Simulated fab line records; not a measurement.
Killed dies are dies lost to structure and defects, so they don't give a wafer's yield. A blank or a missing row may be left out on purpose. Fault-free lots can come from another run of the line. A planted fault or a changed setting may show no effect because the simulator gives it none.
Chamber matching || flow nand-harc || 4 sister chambers for NHARC_A_STAIRCASE_CMP_152 on cmp-03
The step polishes. 18 wafers are shown with their chamber, then 9 later ones without.

## EACH WAFER AND ITS CHAMBER
{"wafer": "L075.1", "chamber": 3, "motor-current-A (A)": 12.7}
{"wafer": "L075.5", "chamber": 2, "motor-current-A (A)": 10.6}
{"wafer": "L075.6", "chamber": 3, "motor-current-A (A)": 12.6}
{"wafer": "L077.2", "chamber": 1, "motor-current-A (A)": 10.6}
{"wafer": "L077.3", "chamber": 3, "motor-current-A (A)": 13.0}
{"wafer": "L077.4", "chamber": 2, "motor-current-A (A)": 10.4}
{"wafer": "L080.1", "chamber": 1, "motor-current-A (A)": 11.2}
{"wafer": "L080.2", "chamber": 2, "motor-current-A (A)": 10.8}
{"wafer": "L080.4", "chamber": 3, "motor-current-A (A)": 13.4}
{"wafer": "L083.2", "chamber": 1, "motor-current-A (A)": 10.9}
{"wafer": "L083.3", "chamber": 3, "motor-current-A (A)": 13.4}
{"wafer": "L083.4", "chamber": 2, "motor-current-A (A)": 10.8}
{"wafer": "L087.1", "chamber": 3, "motor-current-A (A)": 13.1}
{"wafer": "L087.2", "chamber": 0, "motor-current-A (A)": 12.8}
{"wafer": "L087.3", "chamber": 1, "motor-current-A (A)": 10.9}
{"wafer": "L089.3", "chamber": 3, "motor-current-A (A)": 13.8}
{"wafer": "L089.4", "chamber": 0, "motor-current-A (A)": 13.6}
{"wafer": "L089.6", "chamber": 0, "motor-current-A (A)": 13.0}

SIGNATURES (averages over the wafers above)
{"reading": "motor-current-A", "chamber 0": 13.133, "chamber 1": 10.900, "chamber 2": 10.650, "chamber 3": 13.143, "scatter within a chamber": 0.35}
Rule: for a wafer and a chamber, the distance is found by dividing, reading by reading, the gap between the wafer's reading and the chamber's mean by the reading's scatter, squaring, summing and taking the root. The wafer belongs to the nearest chamber; if the next one is less than 2 further off, it can't be placed. How the scatter is found: for the shown wafers, subtract from each reading the mean of its chamber, square and add these, divide the total by (wafers less chambers), then take the root.

## WAFERS WITH NO CHAMBER GIVEN
{"wafer": "L088.4", "motor-current-A (A)": 11.1}
{"wafer": "L088.5", "motor-current-A (A)": 13.0}
{"wafer": "L088.6", "motor-current-A (A)": 13.1}
{"wafer": "L091.1", "motor-current-A (A)": 11.1}
{"wafer": "L091.4", "motor-current-A (A)": 10.2}
{"wafer": "L091.5", "motor-current-A (A)": 13.4}
{"wafer": "L093.2", "motor-current-A (A)": 14.3}
{"wafer": "L093.4", "motor-current-A (A)": 10.4}
{"wafer": "L093.6", "motor-current-A (A)": 12.8}

## WHICH CHAMBER EACH ONE RAN IN
{"wafer": "L088.4", "from the rows above": "can't be placed: 1 or 2", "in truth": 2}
{"wafer": "L088.5", "from the rows above": "can't be placed: 0 or 3", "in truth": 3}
{"wafer": "L088.6", "from the rows above": "can't be placed: 0 or 3", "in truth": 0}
{"wafer": "L091.1", "from the rows above": "can't be placed: 1 or 2", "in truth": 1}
{"wafer": "L091.4", "from the rows above": "can't be placed: 2 or 1", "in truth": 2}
{"wafer": "L091.5", "from the rows above": "can't be placed: 3 or 0", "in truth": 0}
{"wafer": "L093.2", "from the rows above": "can't be placed: 3 or 0", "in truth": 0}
{"wafer": "L093.4", "from the rows above": "can't be placed: 2 or 1", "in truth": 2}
{"wafer": "L093.6", "from the rows above": "can't be placed: 0 or 3", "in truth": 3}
Correct placement for 0 of the 9. Can't be placed from these rows: 9 (the true chamber is among the candidates in 9). Wrongly placed: 0.
